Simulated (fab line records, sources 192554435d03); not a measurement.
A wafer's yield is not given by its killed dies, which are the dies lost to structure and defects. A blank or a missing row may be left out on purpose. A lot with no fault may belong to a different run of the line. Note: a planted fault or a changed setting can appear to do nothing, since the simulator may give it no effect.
What tool caused it? || flow n5-finfet || 9 lots, 27 wafers sampled, at 4 steps of a route of 1938

WHAT THE GAUGES SHOWED, per wafer
N5_BEOL_M4_RC_MEAS_101.
{"lot": "L129", "measured": "day 9 04:48", "on": "prober-02", "RS_NWELL (ohm/sq)": "1034 1036 1038"}
{"lot": "L130", "measured": "day 9 12:25", "on": "prober-02", "RS_NWELL (ohm/sq)": "1038 1025 1033"}
{"lot": "L131", "measured": "day 9 14:31", "on": "prober-01", "RS_NWELL (ohm/sq)": "1032 1048 1036"}
{"lot": "L133", "measured": "day 9 16:41", "on": "prober-01", "RS_NWELL (ohm/sq)": "1041 1037 1031"}
{"lot": "L137", "measured": "day 10 16:13", "on": "prober-01", "RS_NWELL (ohm/sq)": "1125 1116 1132"}
{"lot": "L138", "measured": "day 11 10:02", "on": "prober-02", "RS_NWELL (ohm/sq)": "1130 1129 1120"}
{"lot": "L139", "measured": "day 11 10:47", "on": "prober-01", "RS_NWELL (ohm/sq)": 1117}
{"lot": "L144", "measured": "day 12 12:24", "on": "prober-01", "RS_NWELL (ohm/sq)": "1037 1037 1032"}
{"lot": "L149", "measured": "day 14 04:16", "on": "prober-02", "RS_NWELL (ohm/sq)": "1042 1047 1037"}

EACH LOT AND THE TOOL THAT RAN IT (in order: tool; ch and the chambers of the sampled wafers; start)
{"lot": "L129", "N5_WELL_APT_IMPLANT_14": "implanter-02 ch 0, day 2 07:56", "N5_PMOS_HMC_CHANNEL_EPI_HM_OPEN_15": "rie-diel-03 ch 0,2,3, day 2 11:18", "N5_PMOS_HMC_CHANNEL_EPI_FIN_RECESS_16": "rie-si-02 ch 0,1,3, day 2 11:41"}
{"lot": "L130", "N5_WELL_APT_IMPLANT_14": "implanter-02 ch 0, day 2 13:59", "N5_PMOS_HMC_CHANNEL_EPI_HM_OPEN_15": "rie-diel-02 ch 2,3, day 2 18:15", "N5_PMOS_HMC_CHANNEL_EPI_FIN_RECESS_16": "rie-si-03 ch 0,2, day 2 18:38"}
{"lot": "L131", "N5_WELL_APT_IMPLANT_14": "implanter-01 ch 0, day 2 20:29", "N5_PMOS_HMC_CHANNEL_EPI_HM_OPEN_15": "rie-diel-02 ch 0,1,3, day 3 00:00", "N5_PMOS_HMC_CHANNEL_EPI_FIN_RECESS_16": "rie-si-03 ch 0,1, day 3 00:24"}
{"lot": "L133", "N5_WELL_APT_IMPLANT_14": "implanter-01 ch 0, day 3 07:59", "N5_PMOS_HMC_CHANNEL_EPI_HM_OPEN_15": "rie-diel-04 ch 2,3, day 3 11:53", "N5_PMOS_HMC_CHANNEL_EPI_FIN_RECESS_16": "rie-si-05 ch 0,2,3, day 3 12:17"}
{"lot": "L137", "N5_WELL_APT_IMPLANT_14": "implanter-01 ch 0, day 4 08:33", "N5_PMOS_HMC_CHANNEL_EPI_HM_OPEN_15": "rie-diel-04 ch 0,1, day 4 11:55", "N5_PMOS_HMC_CHANNEL_EPI_FIN_RECESS_16": "rie-si-03 ch 1,2, day 4 12:18"}
{"lot": "L138", "N5_WELL_APT_IMPLANT_14": "implanter-01 ch 0, day 4 13:59", "N5_PMOS_HMC_CHANNEL_EPI_HM_OPEN_15": "rie-diel-03 ch 0,2, day 4 17:54", "N5_PMOS_HMC_CHANNEL_EPI_FIN_RECESS_16": "rie-si-02 ch 0,2,3, day 4 18:16"}
{"lot": "L139", "N5_WELL_APT_IMPLANT_14": "implanter-01 ch 0, day 4 20:08", "N5_PMOS_HMC_CHANNEL_EPI_HM_OPEN_15": "rie-diel-04 ch 0,3, day 4 23:38", "N5_PMOS_HMC_CHANNEL_EPI_FIN_RECESS_16": "rie-si-02 ch 0,1,3, day 5 00:01"}
{"lot": "L144", "N5_WELL_APT_IMPLANT_14": "implanter-02 ch 0, day 6 01:52", "N5_PMOS_HMC_CHANNEL_EPI_HM_OPEN_15": "rie-diel-03 ch 0,1,3, day 6 05:40", "N5_PMOS_HMC_CHANNEL_EPI_FIN_RECESS_16": "rie-si-05 ch 1,2,3, day 6 06:02"}
{"lot": "L149", "N5_WELL_APT_IMPLANT_14": "implanter-02 ch 0, day 7 07:44", "N5_PMOS_HMC_CHANNEL_EPI_HM_OPEN_15": "rie-diel-03 ch 1,2,3, day 7 11:01", "N5_PMOS_HMC_CHANNEL_EPI_FIN_RECESS_16": "rie-si-05 ch 0,1,3, day 7 11:23"}
- N5_WELL_APT_IMPLANT_14
- N5_PMOS_HMC_CHANNEL_EPI_HM_OPEN_15: chemistry CHF3/O2, target SiO2, target depth 40.6 nm, time 20.3 s.
- N5_PMOS_HMC_CHANNEL_EPI_FIN_RECESS_16: chemistry HBr/Cl2, target Si, target depth 54 nm, time 18 s.

THE ANSWER, worked out from the rows above alone
Rule: the lots themselves supply what counts as usual. The widest of any qualifying gaps counts: lots, ordered by their means at a reading, are off when they make up no more than a third of the lots, leave a main group of 4 or more, and stand apart from it by 3 or more times the standard deviation of that group's means. Not used: any main group whose means are identical at the precision the tables above print for the reading. Also off: a lot with no number at a reading for which 4 or more lots have one. The other lots that the step has rows for count as sound.
Off: L137, L138, L139, at N5_BEOL_M4_RC_MEAS_101 (RS_NWELL). The main group: mean 1037 ohm/sq, standard deviation 3.1.
A tool fits if, at a process step before that reading, it ran every lot that is off, and no sound lot after the first of them. Those tools and the gauges at N5_BEOL_M4_RC_MEAS_101 are tried in the same way. One fits: implanter-01 at N5_WELL_APT_IMPLANT_14. A fault onset in the window from L133 (day 3 07:59, its last sound lot) to L137 (day 4 08:33, its first lot off) fits.

WHAT THE SIMULATOR HAD INSERTED
Process parameter drift: implanter-01, from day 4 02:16 on, at N5_WELL_APT_IMPLANT_14. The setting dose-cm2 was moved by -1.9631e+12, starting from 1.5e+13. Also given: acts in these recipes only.
Lots struck among those shown: L137, L138, L139. The same result came from the rule above.
